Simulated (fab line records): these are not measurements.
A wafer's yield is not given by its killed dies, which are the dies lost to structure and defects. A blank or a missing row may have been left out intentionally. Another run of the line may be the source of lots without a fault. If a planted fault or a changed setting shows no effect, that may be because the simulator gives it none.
Check for tools in common -- flow nandHarc -- 3 lots, 9 wafers sampled

## THE REASON FOR OPENING IT
On 3 of the 3 lots, a flag is raised at NHARC_END_SORT_01 on the reading killedAtPeriphery. Fault-free wafers read 3.6, with a standard deviation of 2.4.
Rule: flag the lot when none of its wafers has a number, or when each of its wafers that has one lies beyond 4 standard deviations from that mean. As for the other lots, they are considered sound.

lot,measured,on,"killedAtPeriphery, wafer by wafer",flag
L735,day 21 05:47,prober-01,662 659 663,FLAGGED
L736,day 21 05:49,prober-02,629 640 641,FLAGGED
L737,day 21 13:46,prober-01,641 649 642,FLAGGED
Averaged over the flagged lots the numbers come to 647.3, +643.7 from the usual (+99 or more standard deviations).

## EACH LOT AND THE TOOL IT RAN ON
Before the reading, the record contains 4 process steps out of a 1159-step route. Every cell lists first the tool, next ch and the chambers used by the sampled wafers, and last the start.
lot,flag,NHARC_P_CONTACT_ETCH_18,NHARC_P_CONTACT_PVD_32,NHARC_P_M0_ETCH_15,NHARC_P_M0_ANNEAL_30
L735,FLAGGED,"rieDiel-04 ch 2,3, day 7 13:41 or earlier","pvdSputter-02, day 7 13:41 or earlier","rieDiel-12 ch 0,2,3, day 7 13:41","rtpAnneal-01 ch 0, day 7 15:16"
L736,FLAGGED,"rieDiel-04 ch 1,2, day 7 16:04 or earlier","pvdSputter-02, day 7 16:04 or earlier","rieDiel-02 ch 0,2,3, day 7 16:04","rtpAnneal-02 ch 0, day 7 17:35"
L737,FLAGGED,"rieDiel-08 ch 0,2,3, day 8 06:29 or earlier","pvdSputter-01, day 8 06:29 or earlier","rieDiel-09 ch 1,2,3, day 8 06:29","rtpAnneal-02 ch 0, day 8 07:58"
What the steps here do:
- NHARC_P_CONTACT_ETCH_18: etches the open film in C4F8/O2/Ar, target depth 481 nm, time 240.5 s.
- NHARC_P_CONTACT_PVD_32: deposits Ti, target thk 5 nm, time 17.7 s.
- NHARC_P_M0_ETCH_15: etches the open film in C4F8/Ar, target depth 150 nm, overetch 15 nm, time 82.5 s.
- NHARC_P_M0_ANNEAL_30: time 90 s.
- NHARC_END_SORT_01

## FLAGGED AGAINST TOTAL, ONE TOOL AT A TIME (gauges that did the reading follow at the end)
step,tool,lots run,flagged,share of the flagged lots,sound lots run after its first flagged lot
NHARC_P_CONTACT_ETCH_18,rieDiel-04,2,2,some,0
NHARC_P_CONTACT_ETCH_18,rieDiel-08,1,1,some,0
NHARC_P_CONTACT_PVD_32,pvdSputter-01,1,1,some,0
NHARC_P_CONTACT_PVD_32,pvdSputter-02,2,2,some,0
NHARC_P_M0_ETCH_15,rieDiel-02,1,1,some,0
NHARC_P_M0_ETCH_15,rieDiel-09,1,1,some,0
NHARC_P_M0_ETCH_15,rieDiel-12,1,1,some,0
NHARC_P_M0_ANNEAL_30,rtpAnneal-01,1,1,some,0
NHARC_P_M0_ANNEAL_30,rtpAnneal-02,2,2,some,0
NHARC_END_SORT_01,prober-01,2,2,some,0
NHARC_END_SORT_01,prober-02,1,1,some,0
With no start given for some of its lots, NHARC_P_CONTACT_ETCH_18 uses the hours and lot order of NHARC_P_M0_ETCH_15. With no start given for some of its lots, NHARC_P_CONTACT_PVD_32 uses the hours and lot order of NHARC_P_M0_ETCH_15.

## THE TABLE: WHAT IT ALLOWS
No row of the table ran every flagged lot.

## WHAT HAD BEEN PUT IN BY THE SIMULATOR
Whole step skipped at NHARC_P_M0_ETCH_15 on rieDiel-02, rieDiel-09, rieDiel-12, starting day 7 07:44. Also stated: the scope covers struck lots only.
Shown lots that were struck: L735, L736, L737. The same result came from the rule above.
